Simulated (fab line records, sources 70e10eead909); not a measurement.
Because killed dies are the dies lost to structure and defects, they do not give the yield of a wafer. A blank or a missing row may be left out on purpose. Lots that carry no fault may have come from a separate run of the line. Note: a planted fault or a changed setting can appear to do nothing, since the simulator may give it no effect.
fab line records ; flow nand_harc ; part 2 of 2: steps 5 to 6 of 6
record: lots: 23; wafers: 69; last_day: 24
route steps=1159 shown A_CONTACT@870
lots untouched by any fault: they come from a run of this same line in which no faults occurred
start_h: hours from the record's opening day to when the first of the lot's shown wafers began ; wait_h: hours from the lot's prior step to this one ; " the same as in the row above ; L1.1+2: a single row standing in for several wafers ; - no value, or no start was given ; * or withheld: withheld ; < > ~ a bound
route shown NAME@n: NAME is a module with steps in the file, n the number in the route of the first one ; usual: average and standard deviation across the fault-free wafers ; same: alike in all rows ; chamber/n: place in a boat ; sites: readings site by site ; _std_site: how widely they spread, as a standard deviation ; _edge_site: mean of outer sites minus mean of inner sites ; radius_mm: how far each site lies from the wafer's centre ; mask NAME#n: copy n ; behind: tool/chamber where the wafer was last shaped ; hold: what put the lot on hold/how long, in hours/how the hold closed ; device: the n, p or np transistor that did not switch ; end of line: tests run on the same wafers once the route is complete ; for a step that has no rows: nothing shown but its recipe ; killed: dies lost to structure and defects at the first sort, not the wafer's yield ; map: shows each die of a wafer: x if killed, . if not, _ if none is there
set.NAME: the setting as run; set.NAME@STEP: as run at that earlier step ; model.NAME: the simulator's own value behind a step, which no gauge read
steps of the route over a sample of lots; a table a step, a row a wafer
services: from which hour (start_h, from the record's first day; less than 0 if before it) a tool's chamber was out of use, for how many hours, and why
== steps ==
step: NHARC_A_CONTACT_ETCH_132
recipe: source_w: withheld; pressure_mtorr: 20; bias_v: 1200; time_s: 156; target_depth_a: 9580; ar_flow_sccm: withheld; c4f8_flow_sccm: withheld; o2_flow_sccm: withheld; chemistry: C4F8/O2/Ar
usual: chamber_pressure_mTorr: 20.001/0.018
lot.wafer;tool;chamber;start_h;wait_h;chamber_pressure_mTorr;rf_hours_counter_h
L075.1;har_cap_etch-01;0;381.35;0.1;20.002;60
L075.3;har_cap_etch-01;0;381.35;0.1;19.970;-
L075.6;har_cap_etch-01;0;381.35;0.1;20.010;-
L078.2;har_cap_etch-01;1;389.37;0.1;19.983;62
L078.3;har_cap_etch-01;0;389.37;0.1;20.009;-
L078.5;har_cap_etch-01;0;389.37;0.1;19.977;-
L077.2;har_cap_etch-02;0;391.55;0.1;20.029;13
L077.3;har_cap_etch-02;0;391.55;0.1;19.996;-
L077.5;har_cap_etch-02;0;391.55;0.1;20.018;-
L074.2;har_cap_etch-03;0;393.07;0.1;19.977;82
L074.1;har_cap_etch-03;1;393.07;0.1;19.981;82
L074.5;har_cap_etch-03;1;393.07;0.1;20.011;-
L079.3;har_cap_etch-01;1;395.30;0.1;20.008;-
L079.4;har_cap_etch-01;0;395.30;0.1;19.990;-
L079.5;har_cap_etch-01;1;395.30;0.1;20.008;-
L076.2;har_cap_etch-01;0;397.72;0.1;19.996;66
L076.3;har_cap_etch-01;0;397.72;0.1;19.996;-
L076.5;har_cap_etch-01;1;397.72;0.1;20.012;-
L080.1;har_cap_etch-03;1;404.64;0.1;20.014;85
L080.4;har_cap_etch-03;0;404.64;0.1;20.021;-
L080.6;har_cap_etch-03;0;404.64;0.1;20.029;-
L081.1;har_cap_etch-02;0;414.01;0.1;20.007;17
L081.6;har_cap_etch-02;1;414.01;0.1;19.993;-
L081.5;har_cap_etch-02;0;414.01;0.1;19.980;-
L082.2;har_cap_etch-02;0;427.17;0.1;20.012;18
L082.4;har_cap_etch-02;1;427.17;0.1;19.981;-
L082.6;har_cap_etch-02;1;427.17;0.1;20.024;-
L083.1;har_cap_etch-01;1;438.08;0.1;19.955;71
L083.3;har_cap_etch-01;1;438.08;0.1;19.954;-
L083.4;har_cap_etch-01;0;438.08;0.1;19.998;-
L085.1;har_cap_etch-03;0;443.30;0.1;19.982;90
L085.3;har_cap_etch-03;0;443.30;0.1;20.030;-
L085.6;har_cap_etch-03;0;443.30;0.1;20.014;-
L084.2;har_cap_etch-02;0;443.57;0.1;19.999;21
L084.1;har_cap_etch-02;1;443.57;0.1;19.994;21
L084.3;har_cap_etch-02;1;443.57;0.1;20.000;-
L086.3;har_cap_etch-02;1;456.09;0.1;19.999;-
L086.4;har_cap_etch-02;0;456.09;0.1;20.031;-
L086.6;har_cap_etch-02;1;456.09;0.1;20.017;-
L088.1;har_cap_etch-01;1;460.16;0.1;20.040;75
L088.3;har_cap_etch-01;1;460.16;0.1;20.018;-
L088.5;har_cap_etch-01;0;460.16;0.1;20.017;-
L089.2;har_cap_etch-03;1;461.43;0.1;19.981;95
L089.4;har_cap_etch-03;0;461.43;0.1;20.037;-
L089.6;har_cap_etch-03;1;461.43;0.1;20.001;-
L090.1;har_cap_etch-01;1;461.80;0.1;19.979;76
L090.4;har_cap_etch-01;0;461.80;0.1;20.024;-
L090.3;har_cap_etch-01;1;461.80;0.1;20.023;-
L087.4;har_cap_etch-01;1;467.81;0.1;19.987;-
L087.6;har_cap_etch-01;0;467.81;0.1;19.987;-
L087.5;har_cap_etch-01;1;467.81;0.1;19.998;-
L091.2;har_cap_etch-02;1;474.56;0.1;19.991;28
L091.4;har_cap_etch-02;0;474.56;0.1;20.040;-
L091.3;har_cap_etch-02;1;474.56;0.1;19.994;-
L092.4;har_cap_etch-03;0;490.11;0.1;19.993;-
L092.3;har_cap_etch-03;1;490.11;0.1;20.015;-
L092.5;har_cap_etch-03;0;490.11;0.1;20.005;-
L093.2;har_cap_etch-01;0;490.47;0.1;19.999;81
L093.4;har_cap_etch-01;1;490.47;0.1;19.988;-
L093.5;har_cap_etch-01;1;490.47;0.1;20.010;-
L096.3;har_cap_etch-03;1;504.57;0.1;19.983;-
L096.4;har_cap_etch-03;0;504.57;0.1;19.957;-
L096.6;har_cap_etch-03;0;504.57;0.1;19.998;-
L094.2;har_cap_etch-02;1;507.70;0.1;20.012;31
L094.1;har_cap_etch-02;0;507.70;0.1;20.036;31
L094.3;har_cap_etch-02;1;507.70;0.1;20.016;-
L095.3;har_cap_etch-01;1;513.84;0.1;19.990;-
L095.4;har_cap_etch-01;0;513.84;0.1;20.015;-
L095.5;har_cap_etch-01;0;513.84;0.1;19.995;-
step: NHARC_A_CONTACT_ETCH_88
recipe: target_depth_a: 390; over_etch_frac: 0.3; time_s: 65; ion_energy_ev: 80; cf4_flow_sccm: 150; ar_flow_sccm: 0; rf_w: 300; bias_w: 100; chemistry: CF4
usual: cf4_flow_sccm: 150.0/0.42; chamber_pressure_mTorr: 50.00/0.043; drypump_motor_current_A: 5.9/0.41; mfc_ar_sccm: 0.010/0.013; oes_product_au: 1.000/0.011; rf_vpp_V: 151.2/1.1; showerhead_plenum_p_Torr: 1.76/0.067; throttle_valve_pct: 13.284/0.0096
lot.wafer;tool;chamber;start_h;wait_h;cf4_flow_sccm;chamber_pressure_mTorr;drypump_motor_current_A;mfc_ar_sccm;oes_product_au;rf_hours_counter_h;rf_vpp_V;showerhead_plenum_p_Torr;throttle_valve_pct
L075.3;rie_diel-08;1;387.35;0.3;149.6;50.01;6.5;0;1.015;18;152.5;1.85;13.282
L075.1;rie_diel-08;0;387.35;0.3;150.0;50.00;5.8;0.014;0.998;17;151.5;1.75;13.281
L075.6;rie_diel-08;2;387.35;0.3;150.4;49.95;5.8;0;1.007;-;148.3;1.65;13.294
L078.2;rie_diel-10;1;393.93;0.1;149.5;50.02;5.2;0.043;0.990;11;149.3;1.67;13.267
L078.3;rie_diel-10;3;393.93;0.1;150.5;50.07;5.7;0;0.992;13;151.1;1.79;13.296
L078.5;rie_diel-10;2;393.93;0.1;149.9;49.95;5.2;0.019;0.999;-;150.5;1.80;13.286
L077.3;rie_diel-10;0;396.54;0.1;150.3;49.94;5.7;0;0.994;13;150.7;1.75;13.284
L077.2;rie_diel-10;2;396.54;0.1;150.7;50.00;5.2;0.019;0.987;14;151.1;1.80;13.288
L077.5;rie_diel-10;1;396.54;0.1;150.3;49.95;5.2;0.043;1.002;-;150.3;1.67;13.284
L074.1;rie_diel-10;2;397.53;0.2;151.0;50.02;5.2;0.019;0.981;14;150.9;1.80;13.289
L074.2;rie_diel-10;0;397.53;0.2;149.5;49.96;5.8;0;0.992;13;151.7;1.75;13.290
L074.5;rie_diel-10;3;397.53;0.2;149.3;50.04;5.6;0;0.991;-;150.7;1.79;13.275
L079.3;rie_diel-08;0;399.63;0.1;149.7;49.97;5.8;0.014;1.002;22;151.3;1.75;13.284
L079.4;rie_diel-08;3;399.63;0.1;149.3;50.05;5.6;0.024;0.992;-;150.3;1.76;13.268
L079.5;rie_diel-08;0;399.63;0.1;149.6;50.10;5.8;0.014;0.998;-;150.5;1.75;13.291
L076.3;rie_diel-10;0;403.42;0.1;149.9;50.02;5.8;0;0.997;14;149.9;1.75;13.301
L076.2;rie_diel-10;1;403.42;0.1;150.1;50.01;5.2;0.043;0.997;14;151.0;1.67;13.284
L076.5;rie_diel-10;3;403.42;0.1;150.4;49.95;5.7;0;0.989;-;151.3;1.79;13.281
L080.4;rie_diel-11;0;409.83;0.1;149.6;49.94;6.1;0.027;1.018;0;153.7;1.91;13.286
L080.1;rie_diel-11;2;409.83;0.1;149.8;50.02;6.0;0;0.999;0;150.2;1.77;13.292
L080.6;rie_diel-11;1;409.83;0.1;150.6;49.98;6.1;0;1.002;-;149.6;1.74;13.278
L081.1;rie_diel-11;2;418.19;0.1;150.2;49.93;6.1;0;1.001;4;151.1;1.77;13.286
L081.6;rie_diel-11;2;418.19;0.1;150.1;50.01;6.1;0;0.998;-;152.1;1.77;13.285
L081.5;rie_diel-11;3;418.19;0.1;149.5;50.02;6.5;0.003;1.000;-;151.4;1.79;13.269
L082.2;rie_diel-08;0;431.22;0.1;150.2;49.92;5.7;0.014;1.012;27;151.7;1.75;13.292
L082.4;rie_diel-08;1;431.22;0.1;149.3;49.99;6.5;0;1.024;21;152.8;1.85;13.282
L082.6;rie_diel-08;3;431.22;0.1;149.9;49.92;5.6;0.024;1.009;-;150.2;1.76;13.278
L083.4;rie_diel-08;0;442.56;0.1;150.0;50.03;5.7;0.014;1.014;31;151.1;1.75;13.277
L083.1;rie_diel-08;2;442.56;0.1;150.5;49.97;5.8;0;0.987;31;150.7;1.65;13.284
L083.3;rie_diel-08;3;442.56;0.1;149.8;50.02;5.6;0.024;1.009;30;150.1;1.76;13.261
L085.1;rie_diel-08;1;447.56;0.1;149.7;50.05;6.5;0;1.021;25;152.2;1.85;13.293
L085.3;rie_diel-08;2;447.56;0.1;149.9;50.01;5.8;0;0.993;32;151.0;1.65;13.286
L085.6;rie_diel-08;0;447.56;0.1;150.6;50.01;5.8;0.014;1.012;-;150.2;1.75;13.282
L084.3;rie_diel-10;3;448.83;0.1;150.1;50.03;5.7;0;0.983;32;152.1;1.78;13.296
L084.2;rie_diel-10;0;448.83;0.1;150.3;49.97;5.7;0;0.983;29;150.4;1.75;13.275
L084.1;rie_diel-10;2;448.83;0.1;150.2;49.97;5.2;0.019;1.001;32;151.1;1.79;13.292
L086.4;rie_diel-08;0;462.04;0.1;150.1;50.01;5.8;0.014;1.006;35;150.5;1.75;13.294
L086.3;rie_diel-08;1;462.04;0.1;150.1;50.06;6.5;0;1.011;29;152.5;1.85;13.285
L086.6;rie_diel-08;3;462.04;0.1;149.8;49.98;5.5;0.024;1.019;-;152.6;1.76;13.269
L088.1;rie_diel-11;2;465.78;0.1;150.1;50.00;6.0;0;0.992;20;152.0;1.76;13.296
L088.3;rie_diel-11;3;465.78;0.1;149.4;50.05;6.6;0.003;0.997;18;151.4;1.79;13.273
L088.5;rie_diel-11;1;465.78;0.1;150.2;50.09;6.1;0;0.994;-;148.5;1.73;13.282
L089.4;rie_diel-08;3;466.82;0.1;149.1;50.02;5.6;0.024;1.017;35;152.3;1.76;13.296
L089.2;rie_diel-08;2;466.82;0.1;150.7;49.95;5.8;0;0.998;37;149.9;1.65;13.294
L089.6;rie_diel-08;0;466.82;0.1;150.3;50.00;5.8;0.014;1.009;-;151.3;1.75;13.294
L090.4;rie_diel-11;1;467.19;0.2;150.4;49.96;6.1;0;0.974;21;150.2;1.73;13.287
L090.3;rie_diel-11;2;467.19;0.2;150.4;50.02;6.0;0;0.990;21;151.4;1.76;13.282
L090.1;rie_diel-11;3;467.19;0.2;150.1;50.02;6.5;0.003;1.003;19;151.0;1.79;13.281
L087.4;rie_diel-08;3;472.15;0.1;150.6;49.96;5.5;0.024;1.018;36;151.4;1.76;13.293
L087.5;rie_diel-08;0;472.15;0.1;149.8;49.96;5.8;0.014;1.005;-;151.0;1.75;13.275
L087.6;rie_diel-08;1;472.15;0.1;149.9;50.01;6.5;0;1.024;-;151.7;1.85;13.286
L091.4;rie_diel-10;2;482.00;0.1;149.9;49.97;5.2;0.019;0.987;45;151.5;1.79;13.280
L091.3;rie_diel-10;0;482.00;0.1;150.1;50.05;5.7;0;1.007;41;151.6;1.75;13.283
L091.2;rie_diel-10;1;482.00;0.1;150.2;50.02;5.2;0.043;0.987;42;150.4;1.66;13.291
L092.4;rie_diel-08;1;494.21;0.1;150.5;49.93;6.5;0;1.014;0;151.9;1.85;13.300
L092.3;rie_diel-08;3;494.21;0.1;149.8;49.94;5.6;0.024;1.002;0;151.2;1.76;13.303
L092.5;rie_diel-08;1;494.21;0.1;150.5;50.08;6.5;0;1.020;-;151.6;1.85;13.286
L093.2;rie_diel-08;0;494.73;0.1;149.6;50.00;5.8;0.014;0.996;1;151.9;1.74;13.291
L093.4;rie_diel-08;2;494.73;0.1;150.5;50.00;5.8;0;0.991;1;149.3;1.65;13.281
L093.5;rie_diel-08;1;494.73;0.1;149.7;50.08;6.5;0;1.016;-;153.4;1.85;13.287
L096.4;rie_diel-08;1;509.30;0.1;149.7;50.00;6.5;0;1.024;3;151.3;1.85;13.288
L096.3;rie_diel-08;2;509.30;0.1;150.2;49.99;5.8;0;0.991;4;149.8;1.65;13.276
L096.6;rie_diel-08;2;509.30;0.1;149.6;49.95;5.8;0;0.996;-;149.2;1.65;13.280
L094.2;rie_diel-10;0;512.97;0.1;150.4;49.99;5.7;0;1.001;55;149.3;1.74;13.280
L094.3;rie_diel-10;1;512.97;0.1;150.1;50.02;5.2;0.043;0.994;55;150.1;1.66;13.296
L094.1;rie_diel-10;2;512.97;0.1;150.3;49.95;5.2;0.019;0.990;59;150.8;1.78;13.277
L095.4;rie_diel-11;1;518.77;0.1;150.4;49.99;6.1;0;0.986;39;150.5;1.72;13.274
L095.3;rie_diel-11;2;518.77;0.1;150.3;50.00;6.1;0;1.000;39;152.3;1.76;13.300
L095.5;rie_diel-11;3;518.77;0.1;149.9;50.05;6.6;0.003;0.985;-;150.5;1.78;13.279
== services ==
tool;chamber;start_h;hours;kind
rie_diel-08;0;359.89;-;clean
rie_diel-08;1;359.89;-;clean
rie_diel-08;2;359.89;-;clean
rie_diel-08;3;359.89;-;clean
rie_diel-08;0;384.39;-;clean
rie_diel-08;1;384.39;-;clean
rie_diel-08;2;384.39;-;clean
rie_diel-08;3;384.39;-;clean
rie_diel-11;-;398.65;9.0;pm
rie_diel-08;0;408.89;-;clean
rie_diel-08;1;408.89;-;clean
rie_diel-08;2;408.89;-;clean
rie_diel-08;3;408.89;-;clean
rie_diel-11;3;429.84;5.1;repair
rie_diel-08;0;433.40;-;clean
rie_diel-08;1;433.40;-;clean
rie_diel-08;2;433.40;-;clean
rie_diel-08;3;433.40;-;clean
har_cap_etch-02;-;456.92;4.9;repair
rie_diel-08;0;457.96;-;clean
rie_diel-08;1;457.96;-;clean
rie_diel-08;2;457.96;-;clean
rie_diel-10;3;468.39;1.6;repair
rie_diel-08;-;478.82;9.0;pm
